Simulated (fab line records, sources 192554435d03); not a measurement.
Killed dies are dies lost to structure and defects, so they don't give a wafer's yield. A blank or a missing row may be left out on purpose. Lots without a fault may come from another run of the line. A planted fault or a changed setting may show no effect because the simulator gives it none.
Which tool did it? | flow n5_finfet | 11 lots, 32 wafers sampled, at 5 steps of a route of 1938

WHAT THE GAUGES READ, wafer by wafer
N5_BEOL_M1_OCD_MEAS_38.
lot  | measured     | on     | trench_depth_nm (nm)
L464 | day 6 07:43  | ocd-01 | 53.8 54.8 55.4
L466 | day 6 16:52  | ocd-02 | 54.8 55.0 54.2
L467 | day 7 03:54  | ocd-02 | 53.3 54.5 55.8
L468 | day 7 07:05  | ocd-02 | 55.2 55.3 55.4
L469 | day 7 14:02  | ocd-01 | 54.5 54.0 54.7
L477 | day 9 12:16  | ocd-02 | 55.2 55.5 54.7
L481 | day 10 08:41 | ocd-02 | 54.1 55.4 54.3
L480 | day 10 16:25 | ocd-02 | 55.3 54.1 55.4
L482 | day 10 19:44 | ocd-02 | 54.6 54.7
L484 | day 11 09:32 | ocd-01 | 54.1 55.1 53.9
L487 | day 12 02:56 | ocd-02 | 55.0 55.2 55.2

N5_BEOL_M4_RC_MEAS_101.
lot  | measured     | on        | DIBL_N (mV/V)  | DIBL_P (mV/V)  | IOFF_N (nA/um)    | IOFF_P (nA/um)    | ION_N (uA/um) | ION_P (uA/um) | SS_N (mV/dec)  | SS_P (mV/dec)  | VT_N (mV)         | VT_P (mV)
L464 | day 8 02:04  | prober-01 | 37.6 37.6 37.4 | 37.9 38.2 37.4 | 0.159 0.161 0.151 | 0.247 0.259 0.246 | 674 665 661   | 474 465 464   | 72.6 72.1 72.0 | 72.9 73.1 73.3 | 249.2 249.9 252.7 | -247 -245 -247
L466 | day 8 07:58  | prober-01 | 38.6 38.9 37.4 | 38.4 38.0 36.7 | 0.186 0.179 0.161 | 0.248 0.249 0.224 | 673 676 667   | 464 461 457   | 71.8 73.0 72.1 | 74.6 73.8 73.5 | 246.8 248.2 249.3 | -245 -247 -250
L467 | day 8 11:07  | prober-01 | 37.4 37.1 38.6 | 36.1 34.9 37.0 | 0.166 0.160 0.187 | 0.220 0.197 0.237 | 685 666 667   | 463 457 460   | 71.4 72.1 72.1 | 72.5 72.6 74.1 | 248.1 249.0 248.3 | -248 -251 -251
L468 | day 8 22:47  | prober-01 | 36.2 37.4 36.5 | 35.4 36.6 35.7 | 0.146 0.162 0.148 | 0.181 0.185 0.171 | 666 672 667   | 456 455 447   | 71.9 71.7 71.5 | 73.4 74.1 73.5 | 249.2 252.6 253.0 | -255 -255 -255
L469 | day 9 03:06  | prober-02 | 36.7 33.9 36.0 | 37.2 33.7 36.6 | 0.156 0.113 0.146 | 0.219 0.172 0.215 | 668 652 662   | 460 455 462   | 71.6 70.8 71.3 | 73.6 71.9 73.3 | 251.8 258.3 250.5 | -251 -254 -251
L477 | day 11 04:24 | prober-02 | 37.3 36.6 38.5 | 38.1 36.3 38.9 | 0.159 0.147 0.178 | 0.210 0.189 0.222 | 678 674 682   | 461 458 457   | 71.6 70.8 71.1 | 73.9 73.4 74.0 | 249.5 253.1 247.0 | -250 -251 -251
L481 | day 12 01:34 | prober-01 | 35.1 36.4 36.7 | 35.4 36.6 36.7 | 0.147 0.162 0.179 | 0.227 0.255 0.257 | 675 664 673   | 465 462 465   | 71.9 71.5 72.6 | 73.4 74.4 73.9 | 252.7 251.6 250.0 | -247 -245 -244
L480 | day 12 05:56 | prober-02 | 34.3 35.7 32.6 | 33.4 34.8 31.0 | 0.122 0.139 0.103 | 0.160 0.177 0.131 | 657 666 656   | 450 453 450   | 70.8 71.0 70.6 | 73.0 72.7 72.2 | 254.2 251.7 255.1 | -257 -253 -259
L482 | day 12 12:50 | prober-02 | 34.2 34.9      | 34.1 35.8      | 0.130 0.148       | 0.173 0.189       | 667 682       | 460 460       | 71.3 70.9      | 73.0 73.8      | 253.5 249.9       | -253 -252
L484 | day 12 23:07 | prober-02 | 33.4 34.2 37.0 | 33.3 34.3 37.3 | 0.105 0.113 0.147 | 0.157 0.175 0.210 | 659 652 681   | 456 451 467   | 71.1 71.2 71.7 | 72.7 72.6 73.5 | 254.6 254.2 253.8 | -255 -251 -250
L487 | day 13 14:23 | prober-01 | 34.1 36.1 35.6 | 35.2 37.2 36.6 | 0.146 0.166 0.160 | 0.200 0.217 0.213 | 676 667 676   | 467 462 461   | 70.4 71.7 71.5 | 73.2 73.4 73.7 | 249.4 249.0 250.4 | -249 -247 -251

WHICH TOOL RAN EACH LOT (tool, then ch and the chambers of the sampled wafers, then the start)
lot  | N5_BEOL_M1_ANNEAL_49         | N5_BEOL_M1_SPUTTER_81        | N5_BEOL_M1_ANNEAL_93
L464 | pvd_sputter-01, day 6 09:13  | pvd_sputter-01, day 6 09:35  | pvd_sputter-01, day 6 10:32
L466 | pvd_sputter-03, day 6 18:04  | pvd_sputter-03, day 6 18:26  | pvd_sputter-03, day 6 19:23
L467 | pvd_sputter-02, day 7 05:17  | pvd_sputter-02, day 7 05:38  | pvd_sputter-02, day 7 06:36
L468 | pvd_sputter-03, day 7 08:02  | pvd_sputter-03, day 7 08:23  | pvd_sputter-03, day 7 09:21
L469 | pvd_sputter-02, day 7 16:56  | pvd_sputter-02, day 7 17:18  | pvd_sputter-02, day 7 18:16
L477 | pvd_sputter-02, day 9 13:26  | pvd_sputter-02, day 9 13:48  | pvd_sputter-02, day 9 14:46
L481 | pvd_sputter-02, day 10 10:14 | pvd_sputter-02, day 10 10:36 | pvd_sputter-02, day 10 11:34
L480 | pvd_sputter-01, day 10 17:50 | pvd_sputter-01, day 10 18:11 | pvd_sputter-01, day 10 19:09
L482 | pvd_sputter-03, day 10 21:32 | pvd_sputter-03, day 10 21:53 | pvd_sputter-03, day 10 22:51
L484 | pvd_sputter-01, day 11 10:32 | pvd_sputter-01, day 11 10:53 | pvd_sputter-01, day 11 11:51
L487 | pvd_sputter-03, day 12 03:53 | pvd_sputter-03, day 12 04:14 | pvd_sputter-03, day 12 05:12
- N5_BEOL_M1_ANNEAL_49: time 240 s.
- N5_BEOL_M1_SPUTTER_81: material Cu, target thk 4.5 nm, time 8.29 s.
- N5_BEOL_M1_ANNEAL_93: time 240 s.

WHAT THE TOOLS THEMSELVES READ (means of the sampled wafers that have a number; where no wafer has one, the mark that the record gives instead)
N5_BEOL_M1_ANNEAL_49.
lot  | tool           | heater_power_w (W)
L464 | pvd_sputter-01 | 868
L466 | pvd_sputter-03 | 771
L467 | pvd_sputter-02 | 725
L468 | pvd_sputter-03 | 779
L469 | pvd_sputter-02 | 796
L477 | pvd_sputter-02 | 810
L481 | pvd_sputter-02 | 805
L480 | pvd_sputter-01 | 841
L482 | pvd_sputter-03 | 800
L484 | pvd_sputter-01 | 883
L487 | pvd_sputter-03 | 768

N5_BEOL_M1_SPUTTER_81.
lot  | tool           | chamber_pressure_pa (Pa) | chuck_gas_flow_sccm (sccm) | throttle_valve_pct (%)
L464 | pvd_sputter-01 | 0.07009                  | 1.25                       | 29.8
L466 | pvd_sputter-03 | -                        | -                          | -
L467 | pvd_sputter-02 | -                        | -                          | -
L468 | pvd_sputter-03 | -                        | -                          | -
L469 | pvd_sputter-02 | 0.07009                  | 1.29                       | 30.6
L477 | pvd_sputter-02 | 0.06993                  | 1.25                       | 30.6
L481 | pvd_sputter-02 | 0.07003                  | 1.26                       | 30.5
L480 | pvd_sputter-01 | 0.07008                  | 1.25                       | 30.5
L482 | pvd_sputter-03 | 0.06996                  | 1.27                       | 30.2
L484 | pvd_sputter-01 | 0.06991                  | 1.24                       | 30.3
L487 | pvd_sputter-03 | 0.07004                  | 1.28                       | 30.1

N5_BEOL_M1_ANNEAL_93.
lot  | tool           | heater_power_w (W)
L464 | pvd_sputter-01 | 870
L466 | pvd_sputter-03 | 777
L467 | pvd_sputter-02 | 739
L468 | pvd_sputter-03 | 787
L469 | pvd_sputter-02 | 797
L477 | pvd_sputter-02 | 788
L481 | pvd_sputter-02 | 793
L480 | pvd_sputter-01 | 847
L482 | pvd_sputter-03 | 790
L484 | pvd_sputter-01 | 880
L487 | pvd_sputter-03 | 768

THE ANSWER, worked out from the rows above alone
Rule: what is usual is taken from the lots themselves. Put in order of their means at a reading, lots are off if they are a third of the lots or fewer, leave a main group of 4 or more, and stand apart from it by a gap of 3 or more times the standard deviation of the main group's means; of several such gaps the widest counts. A main group whose means are all the same, to the digits that the tables above print for the reading, isn't used. A lot without any number at a reading at which 4 lots or more have one is off too. The other lots that the step has rows for count as sound. The gauges are gone through in route order, then the tools' own readings, and for those a lot's mean is taken as printed above. The first step at which some lot is off is used, and at that step the reading that is off furthest; a lot without a number counts as furthest.
Off: L466, L467, L468, at N5_BEOL_M1_SPUTTER_81 (chamber_pressure_pa). Without a number there: L466, L467, L468. The main group: mean 0.07002 Pa, standard deviation 6.9e-05.
A tool fits if, at that step or a process step before it, it ran every lot that is off, and no sound lot after the first of them. None of those tried fits.

WHAT THE SIMULATOR HAD PUT IN
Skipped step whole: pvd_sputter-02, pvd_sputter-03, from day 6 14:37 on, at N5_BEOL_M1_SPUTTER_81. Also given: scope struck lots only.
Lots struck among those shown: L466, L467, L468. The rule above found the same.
